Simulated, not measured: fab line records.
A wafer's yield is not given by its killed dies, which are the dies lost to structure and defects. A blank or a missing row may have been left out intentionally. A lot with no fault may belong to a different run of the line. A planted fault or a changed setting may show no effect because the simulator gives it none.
fab line records :: flow nand-harc
record:
  lots: 5
  wafers: 15
  last-day: 23
route steps=1159 shown P_GATE@155
lots that met no fault: taken from a fault-free run of the same line
start-h: start of the lot's first displayed wafer, in hours after the record's first day :: wait-h: how many hours have passed since the lot's step before this one :: " as in the row above :: L1.1+2: a row that stands for several wafers :: - no value, or no start given :: * or withheld: withheld :: < > ~ a bound
route shown NAME@n: a module of which the file shows steps, and the number in the route of the first :: usual: mean and standard deviation over wafers with no fault :: same: alike in all rows :: chamber/n: place in a boat :: sites: each site's reading :: _std_site: their standard deviation :: _edge_site: mean of outer sites minus mean of inner sites :: radius-mm: how far each site lies from the wafer's centre :: mask NAME#n: copy n :: behind: the tool/chamber that last shaped the wafer :: hold: the reason the lot was held/the length of the hold in hours/how it ended :: device: names the non-switching transistor (n, p or np) :: end of line: tests of these same wafers at the route's end :: a step given without rows: its recipe and nothing more :: killed: at the first sort, the dies lost to defects and structure; wafer yield is something else :: map: a wafer's dies, marking killed ones x, the rest . and places with no die _
set.NAME: the setting as run; set.NAME@STEP: as run at that earlier step :: model.NAME: the simulator's own value behind a step, which no gauge read
lots seen at some steps along the route; tables by step, rows by wafer
services: the hour from which a tool's chamber was out of use, counted from the record's first day as start-h (under 0 if before that day), plus the number of hours and why
== steps ==
step: NHARC_P_GATE_ALD_36
recipe:
  target-thk-a: 200
  pulse-time-s: 60
  ald-cycles: 223
  temp-c: 400
  material: SiNx
usual:
  heater-power-w: 902/110
  precursor-pulse-height-rel: 1.000/0.019
same:
  ald-cycles: 223
lot.wafer: L745.3
tool: ald-sin-01
chamber: 2
start-h: 128.54
wait-h: -
heater-power-w: 880
precursor-pulse-height-rel: 1.013

lot.wafer: L745.2
tool: ald-sin-01
chamber: 0
start-h: 130.65
wait-h: -
heater-power-w: 793
precursor-pulse-height-rel: 0.985

lot.wafer: L745.5
tool: ald-sin-01
chamber: 2
start-h: 132.77
wait-h: -
heater-power-w: 869
precursor-pulse-height-rel: 1.004

lot.wafer: L750.3
tool: ald-sin-02
chamber: 3
start-h: 153.14
wait-h: -
heater-power-w: 1018
precursor-pulse-height-rel: 0.981

lot.wafer: L750.6
tool: ald-sin-02
chamber: 3
start-h: 157.42
wait-h: -
heater-power-w: 984
precursor-pulse-height-rel: 0.983

lot.wafer: L750.5
tool: ald-sin-02
chamber: 0
start-h: 158.49
wait-h: -
heater-power-w: 903
precursor-pulse-height-rel: 1.027

lot.wafer: L751.2
tool: ald-sin-04
chamber: 0
start-h: 168.31
wait-h: -
heater-power-w: 713
precursor-pulse-height-rel: 0.988

lot.wafer: L751.4
tool: ald-sin-04
chamber: 1
start-h: 169.36
wait-h: -
heater-power-w: 835
precursor-pulse-height-rel: 0.994

lot.wafer: L751.5
tool: ald-sin-04
chamber: 1
start-h: 173.59
wait-h: -
heater-power-w: 849
precursor-pulse-height-rel: 0.984

lot.wafer: L752.4
tool: ald-sin-01
chamber: 0
start-h: 174.61
wait-h: -
heater-power-w: 796
precursor-pulse-height-rel: 1.007

lot.wafer: L752.1
tool: ald-sin-01
chamber: 2
start-h: 176.73
wait-h: -
heater-power-w: 874
precursor-pulse-height-rel: 0.990

lot.wafer: L752.2
tool: ald-sin-01
chamber: 3
start-h: 177.79
wait-h: -
heater-power-w: 917
precursor-pulse-height-rel: 0.982

lot.wafer: L755.1
tool: ald-sin-01
chamber: 2
start-h: 188.08
wait-h: -
heater-power-w: 860
precursor-pulse-height-rel: 0.992

lot.wafer: L755.3
tool: ald-sin-01
chamber: 3
start-h: 189.14
wait-h: -
heater-power-w: 910
precursor-pulse-height-rel: 0.994

lot.wafer: L755.6
tool: ald-sin-01
chamber: 2
start-h: 192.30
wait-h: -
heater-power-w: 883
precursor-pulse-height-rel: 1.029
step: NHARC_P_GATE_ETCHBACK_37
recipe:
  target-depth-a: 345
  time-s: 17.2
  chf3-flow-sccm: 50
  o2-flow-sccm: 10
  ar-flow-sccm: 200
  rf-w: 500
  bias-w: 200
  chemistry: CHF3/O2
usual:
  drypump-motor-current-A: 5.6/0.44
  oes-product-au: 0.95/0.033
  rf-vpp-V: 371.0/2.8
  showerhead-plenum-p-Torr: 2.42/0.12
  throttle-valve-pct: 20.572/0.01
lot.wafer: L745.2
tool: rie-diel-04
chamber: 3
start-h: -
wait-h: -
drypump-motor-current-A: 5.3
oes-product-au: 0.93
rf-hours-counter-h: 2
rf-vpp-V: 374.4
showerhead-plenum-p-Torr: 2.54
throttle-valve-pct: 20.556

lot.wafer: L745.3
tool: rie-diel-04
chamber: 2
start-h: -
wait-h: -
drypump-motor-current-A: 6.6
oes-product-au: 0.93
rf-hours-counter-h: 2
rf-vpp-V: 368.3
showerhead-plenum-p-Torr: 2.31
throttle-valve-pct: 20.577

lot.wafer: L745.5
tool: rie-diel-04
chamber: 0
start-h: -
wait-h: -
drypump-motor-current-A: 5.7
oes-product-au: 0.93
rf-hours-counter-h: -
rf-vpp-V: 372.7
showerhead-plenum-p-Torr: 2.51
throttle-valve-pct: 20.564

lot.wafer: L750.3
tool: rie-diel-10
chamber: 0
start-h: -
wait-h: -
drypump-motor-current-A: 5.2
oes-product-au: 0.91
rf-hours-counter-h: 55
rf-vpp-V: 368.8
showerhead-plenum-p-Torr: 2.29
throttle-valve-pct: 20.587

lot.wafer: L750.5
tool: rie-diel-10
chamber: 1
start-h: -
wait-h: -
drypump-motor-current-A: 5.4
oes-product-au: 0.92
rf-hours-counter-h: -
rf-vpp-V: 367.0
showerhead-plenum-p-Torr: 2.22
throttle-valve-pct: 20.569

lot.wafer: L750.6
tool: rie-diel-10
chamber: 2
start-h: -
wait-h: -
drypump-motor-current-A: 6.1
oes-product-au: 0.91
rf-hours-counter-h: -
rf-vpp-V: 373.8
showerhead-plenum-p-Torr: 2.54
throttle-valve-pct: 20.574

lot.wafer: L751.2
tool: rie-diel-01
chamber: 3
start-h: -
wait-h: -
drypump-motor-current-A: 5.0
oes-product-au: 1.00
rf-hours-counter-h: 15
rf-vpp-V: 368.5
showerhead-plenum-p-Torr: 2.26
throttle-valve-pct: 20.576

lot.wafer: L751.5
tool: rie-diel-01
chamber: 3
start-h: -
wait-h: -
drypump-motor-current-A: 5.1
oes-product-au: 1.00
rf-hours-counter-h: -
rf-vpp-V: 367.9
showerhead-plenum-p-Torr: 2.26
throttle-valve-pct: 20.568

lot.wafer: L751.4
tool: rie-diel-01
chamber: 2
start-h: -
wait-h: -
drypump-motor-current-A: 5.4
oes-product-au: 0.99
rf-hours-counter-h: -
rf-vpp-V: 368.0
showerhead-plenum-p-Torr: 2.29
throttle-valve-pct: 20.575

lot.wafer: L752.2
tool: rie-diel-04
chamber: 0
start-h: -
wait-h: -
drypump-motor-current-A: 5.7
oes-product-au: 0.94
rf-hours-counter-h: 9
rf-vpp-V: 373.4
showerhead-plenum-p-Torr: 2.51
throttle-valve-pct: 20.562

lot.wafer: L752.1
tool: rie-diel-04
chamber: 1
start-h: -
wait-h: -
drypump-motor-current-A: 5.7
oes-product-au: 0.91
rf-hours-counter-h: 9
rf-vpp-V: 371.5
showerhead-plenum-p-Torr: 2.41
throttle-valve-pct: 20.578

lot.wafer: L752.4
tool: rie-diel-04
chamber: 2
start-h: -
wait-h: -
drypump-motor-current-A: 6.6
oes-product-au: 0.93
rf-hours-counter-h: 10
rf-vpp-V: 367.9
showerhead-plenum-p-Torr: 2.30
throttle-valve-pct: 20.571

lot.wafer: L755.3
tool: rie-diel-10
chamber: 0
start-h: -
wait-h: -
drypump-motor-current-A: 5.2
oes-product-au: 1.01
rf-hours-counter-h: 4
rf-vpp-V: 367.3
showerhead-plenum-p-Torr: 2.29
throttle-valve-pct: 20.578

lot.wafer: L755.1
tool: rie-diel-10
chamber: 2
start-h: -
wait-h: -
drypump-motor-current-A: 6.1
oes-product-au: 1.00
rf-hours-counter-h: 4
rf-vpp-V: 372.9
showerhead-plenum-p-Torr: 2.54
throttle-valve-pct: 20.575

lot.wafer: L755.6
tool: rie-diel-10
chamber: 0
start-h: -
wait-h: -
drypump-motor-current-A: 5.2
oes-product-au: 1.00
rf-hours-counter-h: -
rf-vpp-V: 367.2
showerhead-plenum-p-Torr: 2.29
throttle-valve-pct: 20.576
step: NHARC_P_GATE_STRIP_101
recipe:
  time-s: 20
  o2-flow-sccm: 500
  ar-flow-sccm: 0
  bias-w: 0
  chemistry: O2
usual:
  drypump-motor-current-A: 5.6/0.45
  oes-product-au: 1.000/0.007
  rf-vpp-V: 57.8/0.92
  showerhead-plenum-p-Torr: 3.56/0.17
  throttle-valve-pct: 17.037/0.0098
lot.wafer: L745.3
tool: rie-diel-04
chamber: 0
start-h: 137.10
wait-h: 0.1
drypump-motor-current-A: 5.8
oes-product-au: 0.999
rf-hours-counter-h: 2
rf-vpp-V: 58.4
showerhead-plenum-p-Torr: 3.69
throttle-valve-pct: 17.034

lot.wafer: L745.2
tool: rie-diel-04
chamber: 1
start-h: 137.10
wait-h: 0.1
drypump-motor-current-A: 5.7
oes-product-au: 0.998
rf-hours-counter-h: 2
rf-vpp-V: 58.1
showerhead-plenum-p-Torr: 3.55
throttle-valve-pct: 17.030

lot.wafer: L745.5
tool: rie-diel-04
chamber: 2
start-h: 137.10
wait-h: 0.1
drypump-motor-current-A: 6.6
oes-product-au: 0.990
rf-hours-counter-h: -
rf-vpp-V: 56.8
showerhead-plenum-p-Torr: 3.39
throttle-valve-pct: 17.032

lot.wafer: L750.3
tool: rie-diel-10
chamber: 0
start-h: 162.83
wait-h: 0.1
drypump-motor-current-A: 5.3
oes-product-au: 0.997
rf-hours-counter-h: 55
rf-vpp-V: 57.7
showerhead-plenum-p-Torr: 3.37
throttle-valve-pct: 17.040

lot.wafer: L750.6
tool: rie-diel-10
chamber: 0
start-h: 162.83
wait-h: 0.1
drypump-motor-current-A: 5.2
oes-product-au: 0.996
rf-hours-counter-h: -
rf-vpp-V: 56.6
showerhead-plenum-p-Torr: 3.37
throttle-valve-pct: 17.042

lot.wafer: L750.5
tool: rie-diel-10
chamber: 1
start-h: 162.83
wait-h: 0.1
drypump-motor-current-A: 5.4
oes-product-au: 0.996
rf-hours-counter-h: -
rf-vpp-V: 57.1
showerhead-plenum-p-Torr: 3.27
throttle-valve-pct: 17.039

lot.wafer: L751.2
tool: rie-diel-01
chamber: 1
start-h: 177.98
wait-h: 0.1
drypump-motor-current-A: 6.0
oes-product-au: 0.994
rf-hours-counter-h: 19
rf-vpp-V: 58.1
showerhead-plenum-p-Torr: 3.69
throttle-valve-pct: 17.034

lot.wafer: L751.5
tool: rie-diel-01
chamber: 3
start-h: 177.98
wait-h: 0.1
drypump-motor-current-A: 5.0
oes-product-au: 0.998
rf-hours-counter-h: -
rf-vpp-V: 56.5
showerhead-plenum-p-Torr: 3.32
throttle-valve-pct: 17.026

lot.wafer: L751.4
tool: rie-diel-01
chamber: 1
start-h: 177.98
wait-h: 0.1
drypump-motor-current-A: 6.0
oes-product-au: 0.999
rf-hours-counter-h: -
rf-vpp-V: 57.9
showerhead-plenum-p-Torr: 3.69
throttle-valve-pct: 17.040

lot.wafer: L752.1
tool: rie-diel-04
chamber: 2
start-h: 184.25
wait-h: 0.1
drypump-motor-current-A: 6.7
oes-product-au: 0.994
rf-hours-counter-h: 10
rf-vpp-V: 57.7
showerhead-plenum-p-Torr: 3.39
throttle-valve-pct: 17.050

lot.wafer: L752.4
tool: rie-diel-04
chamber: 3
start-h: 184.25
wait-h: 0.1
drypump-motor-current-A: 5.3
oes-product-au: 1.001
rf-hours-counter-h: 9
rf-vpp-V: 58.6
showerhead-plenum-p-Torr: 3.72
throttle-valve-pct: 17.048

lot.wafer: L752.2
tool: rie-diel-04
chamber: 0
start-h: 184.25
wait-h: 0.1
drypump-motor-current-A: 5.7
oes-product-au: 1.009
rf-hours-counter-h: 9
rf-vpp-V: 59.0
showerhead-plenum-p-Torr: 3.68
throttle-valve-pct: 17.060

lot.wafer: L755.3
tool: rie-diel-10
chamber: 0
start-h: 196.63
wait-h: 0.1
drypump-motor-current-A: 5.2
oes-product-au: 1.010
rf-hours-counter-h: 4
rf-vpp-V: 57.6
showerhead-plenum-p-Torr: 3.37
throttle-valve-pct: 17.037

lot.wafer: L755.1
tool: rie-diel-10
chamber: 2
start-h: 196.63
wait-h: 0.1
drypump-motor-current-A: 6.1
oes-product-au: 1.004
rf-hours-counter-h: 4
rf-vpp-V: 57.9
showerhead-plenum-p-Torr: 3.72
throttle-valve-pct: 17.043

lot.wafer: L755.6
tool: rie-diel-10
chamber: 3
start-h: 196.63
wait-h: 0.1
drypump-motor-current-A: 5.3
oes-product-au: 1.001
rf-hours-counter-h: -
rf-vpp-V: 58.2
showerhead-plenum-p-Torr: 3.67
throttle-valve-pct: 17.041
step: NHARC_P_GATE_PRECLEAN_97
recipe:
  time-s: 600
  temp-c: 120
  chemistry: SPM
step: NHARC_P_GATE_SRD_98
step: NHARC_P_GATE_PRECLEAN_99
recipe:
  time-s: *
  temp-c: 50
  bath-age-min: 0
  chemistry: SC1
step: NHARC_P_GATE_SRD_100
step: NHARC_P_GATE_DEHYDRATE_38
recipe:
  temp-c: 150
  time-s: 120
step: NHARC_P_GATE_HMDS_39
recipe:
  time-s: 30
step: NHARC_P_GATE_COAT_40
recipe:
  spin-rpm: 3000
step: NHARC_P_GATE_SOFTBAKE_41
recipe:
  temp-c: 122
  time-s: 95
step: NHARC_P_GATE_EBR_42
step: NHARC_P_GATE_EXPOSE_43
recipe:
  na: 0.6
  target-cd-nm: 720
  dose-mj: 14.81
  mask-id: P_NSD
lot.wafer: L745.2+3+5
tool: krf-scanner-04
chamber: 0
start-h: 137.86
wait-h: -
mask: P_NSD#0

lot.wafer: L750.3+5+6
tool: krf-scanner-04
chamber: 0
start-h: 163.48
wait-h: -
mask: P_NSD#0

lot.wafer: L751.2+4+5
tool: krf-scanner-02
chamber: 0
start-h: 178.87
wait-h: -
mask: P_NSD#0

lot.wafer: L752.1+2+4
tool: krf-scanner-02
chamber: 0
start-h: 185.01
wait-h: -
mask: P_NSD_R1#0

lot.wafer: L755.1+3+6
tool: krf-scanner-01
chamber: 0
start-h: 197.40
wait-h: -
mask: P_NSD#0
step: NHARC_P_GATE_PEB_44
recipe:
  peb-temp-c: 118
  peb-time-s: 85
step: NHARC_P_GATE_DEVELOP_45
recipe:
  time-s: 70
step: NHARC_P_GATE_CD_MEAS_46
recipe:
  target-cd-nm: 720
  landing-energy-ev: 500
usual:
  cd-nm: 719.3/1.4
lot.wafer: L745.2
tool: cd-sem-01
chamber: 0
start-h: 138.02
wait-h: -
cd-nm: 719.8

lot.wafer: L745.3
tool: cd-sem-01
chamber: 0
start-h: 138.02
wait-h: -
cd-nm: 717.9

lot.wafer: L745.5
tool: cd-sem-01
chamber: 0
start-h: 138.02
wait-h: -
cd-nm: 721.0

lot.wafer: L750.3
tool: cd-sem-02
chamber: 0
start-h: 163.63
wait-h: -
cd-nm: 721.1

lot.wafer: L750.5
tool: cd-sem-02
chamber: 0
start-h: 163.63
wait-h: -
cd-nm: 721.3

lot.wafer: L750.6
tool: cd-sem-02
chamber: 0
start-h: 163.63
wait-h: -
cd-nm: 719.1

lot.wafer: L751.2
tool: cd-sem-02
chamber: 0
start-h: 179.03
wait-h: -
cd-nm: 718.6

lot.wafer: L751.4
tool: cd-sem-02
chamber: 0
start-h: 179.03
wait-h: -
cd-nm: 717.9

lot.wafer: L751.5
tool: cd-sem-02
chamber: 0
start-h: 179.03
wait-h: -
cd-nm: 719.6

lot.wafer: L752.1
tool: cd-sem-02
chamber: 0
start-h: 185.16
wait-h: -
cd-nm: 679.9

lot.wafer: L752.2
tool: cd-sem-02
chamber: 0
start-h: 185.16
wait-h: -
cd-nm: 680.7

lot.wafer: L752.4
tool: cd-sem-02
chamber: 0
start-h: 185.16
wait-h: -
cd-nm: 679.1

lot.wafer: L755.1
tool: cd-sem-01
chamber: 0
start-h: 197.56
wait-h: -
cd-nm: 720.9

lot.wafer: L755.3
tool: cd-sem-01
chamber: 0
start-h: 197.56
wait-h: -
cd-nm: 720.4

lot.wafer: L755.6
tool: cd-sem-01
chamber: 0
start-h: 197.56
wait-h: -
cd-nm: 719.3
step: NHARC_P_GATE_HARDBAKE_47
recipe:
  temp-c: 125
  time-s: 80
step: NHARC_P_GATE_DESCUM_48
recipe:
  time-s: 3
  o2-flow-sccm: 200
  ar-flow-sccm: 0
  bias-power-w: 0
  chemistry: O2
usual:
  drypump-motor-current-A: 5.6/0.44
  oes-product-au: 0.999/0.0065
  rf-vpp-V: 57.8/0.94
  showerhead-plenum-p-Torr: 1.92/0.099
  throttle-valve-pct: 11.311/0.0091
lot.wafer: L745.3
tool: rie-diel-10
chamber: 1
start-h: 138.19
wait-h: -
drypump-motor-current-A: 5.4
oes-product-au: 1.003
rf-hours-counter-h: 37
rf-vpp-V: 57.7
showerhead-plenum-p-Torr: 1.77
throttle-valve-pct: 11.314
model.P_GATE.cd-nm: 718.3

lot.wafer: L745.2
tool: rie-diel-10
chamber: 2
start-h: 138.19
wait-h: -
drypump-motor-current-A: 6.1
oes-product-au: 1.007
rf-hours-counter-h: 45
rf-vpp-V: 58.2
showerhead-plenum-p-Torr: 2.03
throttle-valve-pct: 11.294
model.P_GATE.cd-nm: 720.2

lot.wafer: L745.5
tool: rie-diel-10
chamber: 0
start-h: 138.19
wait-h: -
drypump-motor-current-A: 5.2
oes-product-au: 1.005
rf-hours-counter-h: -
rf-vpp-V: 56.9
showerhead-plenum-p-Torr: 1.83
throttle-valve-pct: 11.313
model.P_GATE.cd-nm: 720.7

lot.wafer: L750.3
tool: rie-diel-04
chamber: 2
start-h: 163.83
wait-h: -
drypump-motor-current-A: 6.6
oes-product-au: 0.996
rf-hours-counter-h: 7
rf-vpp-V: 58.9
showerhead-plenum-p-Torr: 1.83
throttle-valve-pct: 11.313
model.P_GATE.cd-nm: 720.7

lot.wafer: L750.6
tool: rie-diel-04
chamber: 3
start-h: 163.83
wait-h: -
drypump-motor-current-A: 5.3
oes-product-au: 0.999
rf-hours-counter-h: -
rf-vpp-V: 57.9
showerhead-plenum-p-Torr: 2.02
throttle-valve-pct: 11.314
model.P_GATE.cd-nm: 719

lot.wafer: L750.5
tool: rie-diel-04
chamber: 0
start-h: 163.83
wait-h: -
drypump-motor-current-A: 5.7
oes-product-au: 1.004
rf-hours-counter-h: -
rf-vpp-V: 58.6
showerhead-plenum-p-Torr: 2.00
throttle-valve-pct: 11.314
model.P_GATE.cd-nm: 720.9

lot.wafer: L751.2
tool: rie-diel-04
chamber: 3
start-h: 179.23
wait-h: -
drypump-motor-current-A: 5.3
oes-product-au: 1.003
rf-hours-counter-h: 9
rf-vpp-V: 59.2
showerhead-plenum-p-Torr: 2.02
throttle-valve-pct: 11.321
model.P_GATE.cd-nm: 719.2

lot.wafer: L751.4
tool: rie-diel-04
chamber: 0
start-h: 179.23
wait-h: -
drypump-motor-current-A: 5.7
oes-product-au: 1.015
rf-hours-counter-h: 9
rf-vpp-V: 57.5
showerhead-plenum-p-Torr: 2.00
throttle-valve-pct: 11.317
model.P_GATE.cd-nm: 717.7

lot.wafer: L751.5
tool: rie-diel-04
chamber: 3
start-h: 179.23
wait-h: -
drypump-motor-current-A: 5.3
oes-product-au: 1.016
rf-hours-counter-h: -
rf-vpp-V: 58.8
showerhead-plenum-p-Torr: 2.02
throttle-valve-pct: 11.310
model.P_GATE.cd-nm: 719.6

lot.wafer: L752.2
tool: rie-diel-01
chamber: 3
start-h: 185.32
wait-h: -
drypump-motor-current-A: 5.0
oes-product-au: 0.998
rf-hours-counter-h: 20
rf-vpp-V: 59.0
showerhead-plenum-p-Torr: 1.79
throttle-valve-pct: 11.294
model.P_GATE.cd-nm: 680.1

lot.wafer: L752.1
tool: rie-diel-01
chamber: 0
start-h: 185.32
wait-h: -
drypump-motor-current-A: 5.5
oes-product-au: 0.996
rf-hours-counter-h: 14
rf-vpp-V: 58.2
showerhead-plenum-p-Torr: 1.85
throttle-valve-pct: 11.304
model.P_GATE.cd-nm: 680

lot.wafer: L752.4
tool: rie-diel-01
chamber: 2
start-h: 185.32
wait-h: -
drypump-motor-current-A: 5.4
oes-product-au: 0.993
rf-hours-counter-h: 22
rf-vpp-V: 59.3
showerhead-plenum-p-Torr: 1.82
throttle-valve-pct: 11.322
model.P_GATE.cd-nm: 679.3

lot.wafer: L755.3
tool: rie-diel-04
chamber: 2
start-h: 197.73
wait-h: -
drypump-motor-current-A: 6.6
oes-product-au: 0.998
rf-hours-counter-h: 13
rf-vpp-V: 58.4
showerhead-plenum-p-Torr: 1.83
throttle-valve-pct: 11.301
model.P_GATE.cd-nm: 720.5

lot.wafer: L755.1
tool: rie-diel-04
chamber: 0
start-h: 197.73
wait-h: -
drypump-motor-current-A: 5.7
oes-product-au: 1.003
rf-hours-counter-h: 12
rf-vpp-V: 58.5
showerhead-plenum-p-Torr: 2.00
throttle-valve-pct: 11.314
model.P_GATE.cd-nm: 720.8

lot.wafer: L755.6
tool: rie-diel-04
chamber: 1
start-h: 197.73
wait-h: -
drypump-motor-current-A: 5.6
oes-product-au: 0.993
rf-hours-counter-h: -
rf-vpp-V: 57.9
showerhead-plenum-p-Torr: 1.92
throttle-valve-pct: 11.311
model.P_GATE.cd-nm: 719.3
step: NHARC_P_GATE_IMPLANT_49
recipe:
  energy-kev: 30
  dose-cm2: 3e+15
  tilt-deg: 7
== services ==
tool: krf-scanner-01
chamber: -
start-h: 107.98
hours: 0.2
kind: repair

tool: krf-scanner-01
chamber: -
start-h: 108.38
hours: 0.6
kind: repair

tool: rie-diel-04
chamber: -
start-h: 111.90
hours: 9.0
kind: pm

tool: rie-diel-04
chamber: 0
start-h: 111.90
hours: 9.0
kind: vent-cycle

tool: rie-diel-04
chamber: 1
start-h: 111.90
hours: 9.0
kind: vent-cycle

tool: rie-diel-04
chamber: 2
start-h: 111.90
hours: 9.0
kind: vent-cycle

tool: rie-diel-04
chamber: 3
start-h: 111.90
hours: 9.0
kind: vent-cycle

tool: rie-diel-01
chamber: 2
start-h: 112.65
hours: 15.5
kind: repair

tool: rie-diel-04
chamber: 0
start-h: 120.90
hours: -
kind: clean

tool: rie-diel-04
chamber: 1
start-h: 120.90
hours: -
kind: clean

tool: rie-diel-04
chamber: 2
start-h: 120.90
hours: -
kind: clean

tool: rie-diel-04
chamber: 3
start-h: 120.90
hours: -
kind: clean

tool: krf-scanner-04
chamber: -
start-h: 126.00
hours: 4.0
kind: pm

tool: ald-sin-02
chamber: 0
start-h: 135.25
hours: 1.9
kind: repair

tool: rie-diel-01
chamber: -
start-h: 138.09
hours: 9.0
kind: pm

tool: rie-diel-04
chamber: 0
start-h: 145.48
hours: -
kind: clean

tool: rie-diel-04
chamber: 1
start-h: 145.48
hours: -
kind: clean

tool: krf-scanner-01
chamber: -
start-h: 146.37
hours: 0.3
kind: repair

tool: ald-sin-01
chamber: 2
start-h: 159.92
hours: 6.9
kind: repair

tool: rie-diel-01
chamber: 0
start-h: 172.11
hours: 9.6
kind: repair

tool: rie-diel-10
chamber: -
start-h: 176.50
hours: 9.0
kind: pm

tool: krf-scanner-01
chamber: -
start-h: 181.26
hours: 9.5
kind: repair

tool: ald-sin-04
chamber: 3
start-h: 183.61
hours: 4.0
kind: repair

tool: ald-sin-04
chamber: -
start-h: 186.00
hours: 10.0
kind: pm
== key ==
first-sign:
  step: NHARC_P_GATE_EXPOSE_43
  reading: mask
  direction: changed
effect:
  step: NHARC_P_GATE_CD_MEAS_46
  reading: cd-nm
  direction: down
  sigmas: 29
  usual: 719.3
  struck: 679.9
model-effect:
  step: NHARC_P_GATE_DESCUM_48
  value: P_GATE.cd-nm
  without: 719.7
  struck: 679.8
met-at NHARC_P_GATE_EXPOSE_43
struck-wafers L752.1,L752.2,L752.4
tester-left-out L752
onset-between 178.87 185.01
fault:
  kind: wrong-mask
  tool: any
  chamber: -
  onset-h: 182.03
  steps: NHARC_P_GATE_EXPOSE_43
  aux-copy: P_NSD_R1#0
  cd-offset-nm: -39.907
  scope: struck-lots-only
tester-left-out: of these lots the tester's yield and bins aren't shown, on N5 and GAA mostly nor the transistor test; their killed dies are dies lost to structure and defects alone, not to doping, threshold or leakage, so they don't give the yield
